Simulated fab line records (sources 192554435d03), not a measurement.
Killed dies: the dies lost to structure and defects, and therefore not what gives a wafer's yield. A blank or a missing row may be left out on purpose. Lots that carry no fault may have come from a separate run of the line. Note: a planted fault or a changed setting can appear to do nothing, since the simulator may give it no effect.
Matching of chambers || flow n5Finfet || rieDiel-03 running N5_DUMMY_REMOVAL_HM_STRIP_01: 4 sister chambers
The step strips SiNx in CH3F/O2, stops on poly-Si, target depth 4 nm, time 6.8 s. 4 wafers are shown with their chamber, then 8 later ones without.

== WAFERS WITH THEIR CHAMBER ==
{"wafer": "L075.6", "chamber": 0, "showerheadPlenumPTorr (Torr)": 2.09}
{"wafer": "L078.6", "chamber": 2, "showerheadPlenumPTorr (Torr)": 2.07}
{"wafer": "L082.4", "chamber": 1, "showerheadPlenumPTorr (Torr)": 1.91}
{"wafer": "L091.1", "chamber": 3, "showerheadPlenumPTorr (Torr)": 1.96}

== WAFERS WITHOUT THEIR CHAMBER ==
{"wafer": "L091.5", "showerheadPlenumPTorr (Torr)": 1.96}
{"wafer": "L091.6", "showerheadPlenumPTorr (Torr)": 2.08}
{"wafer": "L092.1", "showerheadPlenumPTorr (Torr)": 1.91}
{"wafer": "L092.3", "showerheadPlenumPTorr (Torr)": 2.06}
{"wafer": "L092.4", "showerheadPlenumPTorr (Torr)": 2.08}
{"wafer": "L097.1", "showerheadPlenumPTorr (Torr)": 1.96}
{"wafer": "L097.5", "showerheadPlenumPTorr (Torr)": 1.90}
{"wafer": "L097.6", "showerheadPlenumPTorr (Torr)": 2.07}

== THE CHAMBER EACH PASSED THROUGH ==
{"wafer": "L091.5", "from the rows above": 3, "in truth": 3}
{"wafer": "L091.6", "from the rows above": "can't be placed: 0 or 2", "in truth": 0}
{"wafer": "L092.1", "from the rows above": 1, "in truth": 1}
{"wafer": "L092.3", "from the rows above": 2, "in truth": 2}
{"wafer": "L092.4", "from the rows above": "can't be placed: 0 or 2", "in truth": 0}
{"wafer": "L097.1", "from the rows above": 3, "in truth": 3}
{"wafer": "L097.5", "from the rows above": 1, "in truth": 1}
{"wafer": "L097.6", "from the rows above": 2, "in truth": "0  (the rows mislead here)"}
Placed correctly: 5 of 8. Cannot be placed on the basis of these rows: 2; the candidates contain the true chamber in 2. Wrongly placed: 1.
How it was worked out, from the rows above alone: a wafer's distance from a chamber is the root of the sum, over the readings, of the square of ((its reading less the chamber's mean) divided by the reading's scatter). The wafer belongs to the nearest chamber; if the next one is less than 2 further off, it can't be placed. For every chamber, the mean is computed from those of its wafers that are shown. The scatter (one wafer shown for each chamber): square how far every hidden wafer sits from the nearest shown wafer, average those squares and take the square root.
